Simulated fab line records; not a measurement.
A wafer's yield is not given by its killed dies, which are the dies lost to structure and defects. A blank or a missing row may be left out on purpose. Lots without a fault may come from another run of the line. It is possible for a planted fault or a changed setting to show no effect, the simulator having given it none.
fab line records | flow n5-finfet
record lots=10 wafers=30 last-day=18
route steps=1938 shown STI_FIN_REVEAL@196 DUMMY_GATE@218 BEOL_M4@1111
lots that met no fault: taken from a fault-free run of the same line
start-h: the number of hours between the record's first day and the start of the first shown wafer of the lot | wait-h: hours elapsed since this lot's preceding step | " unchanged from the row above | L1.1+2: a single row standing in for several wafers | - value missing, or start not given | * or withheld: withheld | < > ~ a bound
route shown NAME@n: names a module that has steps shown in the file, with the first one's number in the route | usual: mean and standard deviation over wafers with no fault | same: alike in all rows | chamber/n: place in a boat | sites: each site's reading | _std_site: standard deviation across them | _edge_site: mean of outer sites minus mean of inner sites | radius-mm: how far each site lies from the wafer's centre | mask NAME#n: copy n | behind: the most recent tool/chamber to have shaped the wafer | hold: the reason the lot was held/the length of the hold in hours/how it ended | device: the n, p or np transistor that did not switch | end of line: tests run on the same wafers once the route is complete | for a step that has no rows: nothing shown but its recipe | killed: not the wafer's yield, but the dies lost to structure and defects at the first sort | map: dies across one wafer; x = killed, . = not, _ = none there
set.NAME: the setting the step ran with; set.NAME@STEP: the setting that earlier step ran with | model.NAME: the simulator's own value behind a step, which no gauge read
steps of the route over a sample of lots; a table a step, a row a wafer
services: when a tool's chamber went out of use (start-h, in hours from the record's first day, below 0 if earlier), for how many hours, and the reason
## steps
# step N5_STI_FIN_REVEAL_RECESS_09
# recipe chemistry=HF/NH3 target=SiO2 afs-cycles=11 target-depth-a=425 temp-c=30 sublimation-temp-c=180 sublimation-time-s=60
# usual drypump-motor-current-A=6.1/0.44
# columns lot.wafer tool chamber start-h wait-h drypump-motor-current-A
L330.4 vapor-etch-02 0 35.75 0.6 6.4
L330.5 " 0 " " 6.4
L330.6 " 1 " " 5.6
L333.1 vapor-etch-01 1 54.46 0.1 6.6
L333.2 " 0 " " 5.7
L333.4 " 0 " " 5.7
L334.1 vapor-etch-01 0 61.39 0.0 5.7
L334.2 " 1 " " 6.6
L334.4 " 1 " " 6.6
L336.2 vapor-etch-01 1 70.25 0.0 6.6
L336.4 " 1 " " 6.6
L336.5 " 1 " " 6.6
L340.4 vapor-etch-01 1 94.42 0.6 6.6
L340.5 " 1 " " 6.6
L340.6 " 0 " " 5.7
L341.3 vapor-etch-01 1 101.04 0.6 6.6
L341.5 " 1 " " 6.6
L341.6 " 0 " " 5.7
L342.1 vapor-etch-02 1 109.77 0.0 5.6
L342.3 " 0 " " 6.4
L342.5 " 1 " " 5.6
L343.1 vapor-etch-01 1 113.81 0.0 6.6
L343.3 " 1 " " 6.6
L343.4 " 0 " " 5.6
L352.1 vapor-etch-02 1 166.46 0.0 5.7
L352.3 " 1 " " 5.6
L352.6 " 1 " " 5.7
L353.1 vapor-etch-02 0 172.23 0.0 6.4
L353.2 " 1 " " 5.6
L353.4 " 1 " " 5.6
# step N5_STI_FIN_REVEAL_ETCH_34
# recipe chemistry=H2 mode=isotropic material=Si target=Si target-depth-a=9.7 temp-c=20 pressure-mtorr=4.5 icp-w=300 bias-w=0 h2-flow-sccm=7.5 he-flow-sccm=142.5
# usual drypump-motor-current-A=5.8/0.5 oes-product-au=1.009/0.016 throttle-valve-pct=25.8/0.5
# columns lot.wafer tool chamber start-h wait-h drypump-motor-current-A oes-product-au rf-hours-counter-h throttle-valve-pct
L330.4 rie-si-06 1 37.31 0.1 5.6 1.020 89 25.8
L330.5 " 2 " " 5.4 1.012 - 25.1
L330.6 " 1 " " 5.6 1.006 - 25.8
L333.1 rie-si-01 1 56.57 0.2 6.4 1.018 25 25.7
L333.2 " 0 " " 6.2 1.000 188 26.7
L333.4 " 3 " " 5.5 1.017 32 25.5
L334.1 rie-si-01 3 63.49 0.2 5.5 1.029 32 25.4
L334.2 " 1 " " 6.4 1.014 26 25.7
L334.4 " 2 " " 6.0 0.986 52 26.0
L336.2 rie-si-01 3 72.34 0.1 5.5 1.037 32 25.5
L336.4 " 1 " " 6.4 1.023 26 25.7
L336.5 " 0 " " 6.2 1.000 - 26.7
L340.4 rie-si-01 1 95.98 0.1 6.4 1.032 26 25.7
L340.5 " 3 " " 5.4 1.010 - 25.5
L340.6 " 2 " " 6.0 0.989 - 26.0
L341.3 rie-si-01 3 102.62 0.1 5.5 1.025 32 25.5
L341.5 " 2 " " 6.0 1.003 - 26.0
L341.6 " 1 " " 6.5 1.033 - 25.7
L342.1 rie-si-02 3 111.86 0.2 5.3 0.979 108 26.3
L342.3 " 2 " " 4.8 1.023 26 25.9
L342.5 " 2 " " 4.8 1.011 - 25.9
L343.1 rie-si-06 3 115.90 0.2 4.9 0.984 135 25.0
L343.3 " 2 " " 5.4 1.008 53 25.1
L343.4 " 1 " " 5.6 1.016 91 25.8
L352.1 rie-si-06 2 168.55 0.2 5.4 1.010 54 25.1
L352.3 " 1 " " 5.6 1.003 92 25.8
L352.6 " 0 " " 6.2 1.041 - 25.3
L353.1 rie-si-06 3 174.32 0.2 5.0 0.992 136 24.9
L353.2 " 2 " " 5.4 1.003 54 25.1
L353.4 " 1 " " 5.6 1.002 92 25.8
# step N5_STI_FIN_REVEAL_CD_MEAS_22
# recipe target-cd-nm=6.238 pitch-nm=28 polarity=line
# usual cd-nm=6.24/0.27
# columns lot.wafer tool chamber start-h wait-h cd-nm
L330.4 cd-sem-03 - 37.89 0.0 6.40
L330.5 " - " " 6.05
L330.6 " - " " 5.86
L333.1 cd-sem-02 - 57.15 0.0 6.01
L333.2 " - " " 6.01
L333.4 " - " " 6.60
L334.1 cd-sem-01 - 64.06 0.0 6.35
L334.2 " - " " 5.91
L334.4 " - " " 6.61
L336.2 cd-sem-03 - 72.92 0.0 6.17
L336.4 " - " " 6.13
L336.5 " - " " 6.23
L340.4 cd-sem-02 - 96.57 0.0 6.46
L340.5 " - " " 6.27
L340.6 " - " " 5.89
L341.3 cd-sem-03 - 103.21 0.0 6.57
L341.5 " - " " 6.56
L341.6 " - " " 6.57
L342.1 cd-sem-01 - 112.45 0.0 5.60
L342.3 " - " " 6.39
L342.5 " - " " 6.02
L343.1 cd-sem-01 - 116.47 0.0 6.12
L343.3 " - " " 5.83
L343.4 " - " " 6.26
L352.1 cd-sem-03 - 169.13 0.0 6.31
L352.3 " - " " 6.27
L352.6 " - " " 6.13
L353.1 cd-sem-01 - 174.90 0.0 5.95
L353.2 " - " " 6.21
L353.4 " - " " 6.31
# step N5_STI_FIN_REVEAL_FIN_H_MEAS_10
# usual trench-depth-nm=52.0/0.65
# columns lot.wafer tool chamber start-h wait-h trench-depth-nm
L330.4 ocd-01 - 37.92 0.0 51.3
L330.5 " - " " 51.4
L330.6 " - " " 52.8
L333.1 ocd-01 - 57.18 0.0 52.9
L333.2 " - " " 51.9
L333.4 " - " " 52.5
L334.1 ocd-01 - 64.09 0.0 50.8
L334.2 " - " " 50.2
L334.4 " - " " 51.3
L336.2 ocd-02 - 72.95 0.0 50.8
L336.4 " - " " 51.2
L336.5 " - " " 51.1
L340.4 ocd-01 - 96.60 0.0 51.8
L340.5 " - " " 52.1
L340.6 " - " " 52.4
L341.3 ocd-02 - 103.24 0.0 52.0
L341.5 " - " " 66.3
L341.6 " - " " 52.0
L342.1 ocd-02 - 112.48 0.0 53.4
L342.3 " - " " 52.7
L342.5 " - " " 52.6
L343.1 ocd-02 - 116.51 0.0 66.4
L343.3 " - " " 52.6
L343.4 " - " " 66.3
L352.1 ocd-01 - 169.16 0.0 52.8
L352.3 " - " " 52.4
L352.6 " - " " 52.1
L353.1 ocd-02 - 174.93 0.0 51.8
L353.2 " - " " 51.9
L353.4 " - " " 51.5
# step N5_DUMMY_GATE_CMP_04
# recipe material=a-Si post-cmp-clean=alkaline-brush
# usual motor-current-A=10.2/0.86 time-to-endpoint-s=13.7/2.9
# columns lot.wafer tool chamber start-h wait-h motor-current-A time-to-endpoint-s
L330.4 cmp-01 3 41.98 0.0 11.4 12.0
L330.5 " 3 " " 11.1 12.7
L330.6 " 0 " " 11.2 13.0
L333.1 cmp-01 0 61.39 0.0 10.4 18.7
L333.4 " 1 " " 8.3 13.5
L333.2 " 3 " " 11.9 16.8
L334.2 cmp-03 3 68.18 0.1 11.0 14.7
L334.4 " 0 " " 11.5 7.2
L334.1 " 1 " " 10.9 13.9
L336.4 cmp-02 0 76.97 0.0 9.8 15.9
L336.2 " 3 " " 9.6 12.5
L336.5 " 0 " " 9.4 14.5
L340.4 cmp-01 1 101.32 0.0 9.0 13.3
L340.6 " 1 " " 8.7 10.5
L340.5 " 2 " " 10.1 10.4
L341.3 cmp-02 2 107.51 0.1 9.9 11.1
L341.5 " 3 " " 10.1 13.0
L341.6 " 0 " " 9.6 14.1
L342.3 cmp-02 3 116.53 0.1 10.3 12.6
L342.1 " 0 " " 9.4 14.5
L342.5 " 2 " " 9.6 10.6
L343.3 cmp-03 3 126.27 0.0 11.2 16.8
L343.4 " 1 " " 10.5 14.9
L343.1 " 2 " " 10.2 13.1
L352.3 cmp-02 1 175.61 0.1 9.4 10.5
L352.1 " 2 " " 9.6 9.2
L352.6 " 3 " " 10.6 10.7
L353.4 cmp-02 1 179.25 0.1 9.5 9.9
L353.1 " 2 " " 9.6 8.3
L353.2 " 3 " " 9.9 8.8
# step N5_BEOL_M4_RC_MEAS_101
# usual DIBL_N=36.1/1.7 DIBL_P=35.9/2.1 IOFF_N=0.154/0.029 IOFF_P=0.21/0.035 ION_N=673/10 ION_P=463/7.5 SS_N=71.6/0.59 SS_P=73.2/0.69 VT_N=250.5/2.9 VT_P=-250/3.2
# columns lot.wafer tool chamber start-h wait-h DIBL_N[mV/V] DIBL_P[mV/V] IOFF_N[nA/um] IOFF_P[nA/um] ION_N[uA/um] ION_P[uA/um] SS_N[mV/dec] SS_P[mV/dec] VT_N[mV] VT_P[mV]
L330.4 prober-02 0 178.60 0.5 38.7 39.4 0.182 0.26 668 458 72.7 73.5 252.3 -247
L330.5 " 0 " " 37.7 37.9 0.165 0.24 662 454 72.7 73.6 253.9 -247
L330.6 " 0 " " 36.0 37.8 0.146 0.23 661 462 71.7 73.2 252.5 -249
L333.1 prober-01 0 199.89 0.0 36.0 36.4 0.148 0.21 673 468 71.7 73.7 253.1 -250
L333.2 " 0 " " 36.3 36.3 0.160 0.22 675 465 70.9 73.5 252.2 -247
L333.4 " 0 " " 38.3 39.3 0.189 0.27 690 474 71.7 74.4 247.2 -246
L334.1 prober-02 0 206.97 0.0 34.4 34.3 0.115 0.14 653 443 70.9 71.9 253.0 -259
L334.2 " 0 " " 39.7 39.3 0.204 0.20 664 447 72.2 73.8 248.9 -254
L334.4 " 0 " " 37.1 37.0 0.149 0.18 666 453 72.0 73.4 252.5 -256
L336.2 prober-01 0 207.37 0.2 36.4 37.0 0.176 0.25 679 468 71.1 73.8 247.4 -247
L336.4 " 0 " " 33.6 34.0 0.135 0.20 673 466 70.8 72.3 251.4 -248
L336.5 " 0 " " 34.9 35.1 0.156 0.22 679 468 71.6 73.7 251.6 -248
L342.1 prober-01 0 252.55 0.0 35.5 33.6 0.129 0.17 671 458 71.4 73.4 253.9 -256
L342.3 " 0 " " 38.1 36.0 0.174 0.21 686 459 71.9 73.2 246.4 -250
L342.5 " 0 " " 34.7 32.0 0.118 0.15 653 445 70.9 72.0 252.6 -253
L340.4 prober-02 0 252.78 0.5 35.3 35.5 0.162 0.23 678 464 71.4 74.0 251.4 -245
L340.5 " 0 " " 35.3 35.3 0.161 0.23 677 464 70.8 73.5 250.4 -248
L340.6 " 0 " " 32.9 32.6 0.119 0.19 666 459 70.7 71.7 253.0 -247
L341.3 prober-02 0 255.97 0.3 33.6 33.4 0.137 0.19 669 463 71.1 73.1 251.4 -253
L341.5 " 0 " " 33.6 33.1 0.119 0.18 661 460 71.2 72.8 252.9 -253
L341.6 " 0 " " 34.8 33.9 0.134 0.18 667 459 70.8 73.3 253.3 -252
L343.1 prober-01 0 268.87 0.0 35.6 35.8 0.148 0.21 668 462 71.5 73.6 250.8 -250
L343.3 " 0 " " 35.3 35.4 0.140 0.20 665 458 71.5 73.0 251.8 -250
L343.4 " 0 " " 36.7 36.4 0.151 0.20 661 454 72.3 72.6 250.6 -250
L352.1 prober-01 0 321.65 0.0 36.1 37.7 0.164 0.21 686 467 72.1 73.4 250.2 -251
L352.3 " 0 " " 35.4 35.9 0.149 0.18 672 458 71.8 72.7 250.4 -250
L352.6 " 0 " " 36.3 37.1 0.156 0.19 677 461 71.9 72.5 249.8 -250
L353.1 prober-02 0 322.26 0.1 36.6 33.7 0.141 0.17 670 458 71.2 73.6 252.5 -254
L353.2 " 0 " " 36.2 33.5 0.131 0.17 669 457 70.7 72.3 253.5 -254
L353.4 " 0 " " 38.7 37.3 0.171 0.21 675 456 71.6 73.7 247.2 -250
## services
# columns tool chamber start-h hours kind
cmp-02 - 20.81 10.6 pm
vapor-etch-01 1 27.82 11.5 repair
vapor-etch-01 0 29.50 5.4 repair
cmp-01 - 30.00 7.8 pm
cmp-02 - 40.00 6.7 pm
rie-si-01 3 47.89 7.4 repair
rie-si-06 3 58.24 19.6 repair
vapor-etch-02 - 59.10 14.6 pm
cmp-01 - 64.80 4.0 pm
cmp-01 - 68.80 - consumable-replace:conditioner
cmp-01 - 68.80 - consumable-replace:pad
rie-si-01 2 87.55 7.8 repair
rie-si-02 0 88.89 8.8 repair
cmp-03 - 95.85 0.9 repair
cmp-03 - 98.56 4.0 pm
cmp-01 - 100.57 0.2 repair
cmp-03 - 102.56 - consumable-replace:conditioner
cmp-03 - 102.56 - consumable-replace:pad
cmp-01 - 110.91 0.3 repair
rie-si-01 2 113.37 13.3 repair
rie-si-02 2 124.44 2.5 repair
cmp-02 - 132.15 1.1 repair
cmp-01 - 176.62 2.9 repair
## key
first-sign step=N5_STI_FIN_REVEAL_FIN_H_MEAS_10 reading=trench-depth-nm direction=up sigmas=22 usual=52.0 struck=66.3
effect none on later readings
met-at N5_STI_FIN_REVEAL_RECESS_09
struck-lots L341,L343
struck-wafers L341.5,L343.1,L343.4
not-acting-at N5_STI_FIN_REVEAL_ETCH_34,N5_STI_FIN_REVEAL_CD_MEAS_22,N5_DUMMY_GATE_CMP_04
onset-between 94.42 101.04
fault kind=process-parameter-drift tool=vapor-etch-01 chamber=- onset-h=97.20 steps=N5_STI_FIN_REVEAL_RECESS_09 channel=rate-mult offset=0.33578 shape=step end-h=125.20 scope=struck-wafers-only
